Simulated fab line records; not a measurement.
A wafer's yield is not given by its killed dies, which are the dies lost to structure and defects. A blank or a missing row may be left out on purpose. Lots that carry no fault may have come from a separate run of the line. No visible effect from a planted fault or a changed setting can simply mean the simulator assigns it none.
One fault seen from 2 desks :: flow nand_harc :: numbers are kept per desk, each desk with only its own; the story behind them comes last

## DESK OF THE TOOL OWNER: pecvd_onon-03
The tool's own readings at NHARC_A_ONON_D2_DEP_28 (target thk 1000 nm): means of the sampled wafers that have a number, for each lot that ran on this tool. Any lot whose mean is over 4 standard deviations away from the usual mean is out of limits and marked OUT; that distance is given in the brackets.
Columns: A = sih4_flow_sccm at NHARC_A_ONON_D2_DEP_28, usual 209.8 sccm
lot: L996
first seen here: day 14 02:20
A: 210.2

lot: L101
first seen here: day 16 05:04
A: 210.1

lot: L104
first seen here: day 17 10:21
A: 210.5

lot: L110
first seen here: day 20 03:54
A: 210.0

lot: L112
first seen here: day 21 22:35
A: 209.1

lot: L116
first seen here: day 22 12:29
A: 209.8
This desk's verdict: no lot among the 6 shows anything out of limits.

## METROLOGY DESK
Lot by lot, what the gauges showed, no matter which tool ran the lot: averages of those sampled wafers that carry a number. Any lot whose mean is over 4 standard deviations away from the usual mean is out of limits and marked OUT; that distance is given in the brackets.
Columns: A = thk_nm at NHARC_A_ONON_D2_THK_MEAS_08, usual 1003 nm; B = thk_nm at NHARC_A_ONON_D2_THK_MEAS_30, usual 1000 nm
lot: L993
first seen here: day 11 23:53
A: 989
B: 985

lot: L994
first seen here: day 12 17:34
A: 1008
B: 992

lot: L997
first seen here: day 13 16:04
A: 1000
B: 994

lot: L996
first seen here: day 13 16:05
A: 987
B: 1001

lot: L999
first seen here: day 14 18:20
A: 1006
B: 993

lot: L101
first seen here: day 15 18:49
A: 1006
B: 331 (-67) OUT

lot: L104
first seen here: day 16 23:12
A: 995
B: 317 (-68) OUT

lot: L108
first seen here: day 18 23:18
A: 1001
B: 1011

lot: L109
first seen here: day 19 17:34
A: 997
B: 1018

lot: L110
first seen here: day 19 17:35
A: 1011
B: 988

lot: L111
first seen here: day 20 04:45
A: 998
B: 995

lot: L115
first seen here: day 21 12:10
A: 999
B: 1012

lot: L112
first seen here: day 21 12:11
A: 991
B: 994

lot: L116
first seen here: day 21 21:43
A: 1000
B: 1001
This desk finds L101, L104 out of limits, L101 being first, at day 16 05:35 (thk_nm at NHARC_A_ONON_D2_THK_MEAS_30). Within limits: L993, L994, L997, L996, L999, L108, L109, L110, L111, L115, L112, L116.

## ALL TOGETHER
The metrology desk could have raised an alarm at day 16 05:35, on L101, L104.
Nothing out of limits was seen by the tool owner's desk.
Tool owner's desk: L101, L104 on record, inside its limits.
The lots listed all ran NHARC_A_ONON_D2_DEP_28 on pecvd_onon-03.

## WHAT HAD BEEN PUT IN BY THE SIMULATOR
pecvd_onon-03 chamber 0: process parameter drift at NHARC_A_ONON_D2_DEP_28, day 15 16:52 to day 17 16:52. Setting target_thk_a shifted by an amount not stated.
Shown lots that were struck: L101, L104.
Per desk, hours elapsed from the start of the fault to the first reading out of limits: for the metrology desk, 13.
